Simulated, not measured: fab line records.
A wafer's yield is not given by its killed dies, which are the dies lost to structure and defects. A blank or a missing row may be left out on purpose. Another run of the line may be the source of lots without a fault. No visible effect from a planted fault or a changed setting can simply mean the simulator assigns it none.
A lot that was struck, set against a sound lot | flow nandHarc | 15 out of 1302 route steps
Sound: the wafers L928.1, L928.4, L928.6. Wafers struck: L940.1, L940.2, L940.5. The cause comes at the end.
Per side, at each step with rows, come the tool, then ch with its chambers, and then its first start. Under that, the readings that differ: sound wafers | struck wafers | difference of the means | sigmas: that difference in standard deviations of wafers without a fault.
alike: readings with means less than 2 such deviations apart, plus words and numbers identical on both sides. not compared: withheld readings, readings lacking a value on some wafer, bounds such as >300 that could conceal the same value, and numbers that have no deviation in the record and whose values overlap.
A row with sigmas, a row that says differs or no value, or rows on one side alone: a step with any of these is where the two part. Numbers that have no deviation but don't overlap get no sigmas and don't part them. A reading missing from all wafers of one side parts the sides only when that side holds two or more wafers.

first, 2 steps without rows for these wafers: NHARC_THIN_TSV_DESCUM_14 (chemistry O2, time 3 s); NHARC_THIN_TSV_ETCH_44 (etches the open film in CF4/O2, target depth 1594.2 nm, time 797.1 s).
NHARC_THIN_TSV_ETCH_15: target depth 3000 nm, bosch target overetch cycles 2, bosch etch step 2.8 s.
  sound on rieSi-05 ch 0,1,2, day 23 20:11; struck on rieSi-02 ch 2,3, day 29 11:26
  alike: drypumpMotorCurrentA, heBacksideLeakSccm
  not compared: rfHoursCounterH
NHARC_THIN_TSV_CD_MEAS_16:
  sound on cdSem-01 at day 23 20:19; struck on cdSem-02 at day 29 11:35
  alike: cdNm
NHARC_THIN_TSV_STRIP_45: strips in O2.
  sound on plasmaAsher-01 ch 1, day 23 20:26; struck on plasmaAsher-02 ch 0,1, day 29 11:39
  alike: drypumpMotorCurrentA, heaterPowerW
  not compared: rfHoursCounterH
then, 1 step without rows for these wafers: NHARC_THIN_TSV_STRIP_46 (strips in post etch residue remover, time 1200 s).
NHARC_THIN_TSV_DEP_47: deposits SiO2, target thk 200 nm.
  sound on pecvd-02 ch 1,2, day 23 21:25; struck on pecvd-02 ch 0,1,2, day 29 12:28
  alike: flowSccm, throttleValvePct
then, 3 steps without rows for these wafers: NHARC_THIN_TSV_ETCHBACK_48 (etches the open film in C4F8/Ar, target depth 1028.5 nm, time 405.17 s); NHARC_THIN_TSV_STRIP_62 (strips in N2/H2, time 20 s); NHARC_THIN_TSV_DEGAS_49 (time 120 s).
NHARC_THIN_TSV_PRE_CLEAN_50: time 30 s.
  sound on pvdSputter-02; struck on pvdSputter-01
  alike: heaterPowerW
NHARC_THIN_TSV_PVD_19: deposits TaN, target thk 20 nm.
  sound on pvdSputter-02; struck on pvdSputter-01
reading                | sound             | struck            | difference | sigmas
chamberPressurePa (Pa) | 4.990 5.002 4.987 | 5.013 5.013 5.015 | +0.021     | +2
  alike: throttleValvePct
NHARC_THIN_TSV_PVD_51: deposits Cu, target thk 100 nm.
  sound on pvdSputter-02 at day 23 22:31; struck on pvdSputter-01 at day 29 13:47
  no value came back on the struck wafers for chamberPressurePa (Pa), throttleValvePct (%); on the sound wafers chamberPressurePa (Pa) reads 4.987 5.003 5.001
then, 1 step without rows for these wafers: NHARC_THIN_TSV_ECD_20 (material Cu, target thk 2000 nm).
NHARC_END_SORT_01:
  only the struck wafers appear in the record here, on prober-01 ch 0 at day 30 08:20; the sound ones have no rows

WHERE THEY PART
At NHARC_THIN_TSV_PVD_19 first; at NHARC_END_SORT_01 last (within this record only).

WHY: whatever the simulator had introduced
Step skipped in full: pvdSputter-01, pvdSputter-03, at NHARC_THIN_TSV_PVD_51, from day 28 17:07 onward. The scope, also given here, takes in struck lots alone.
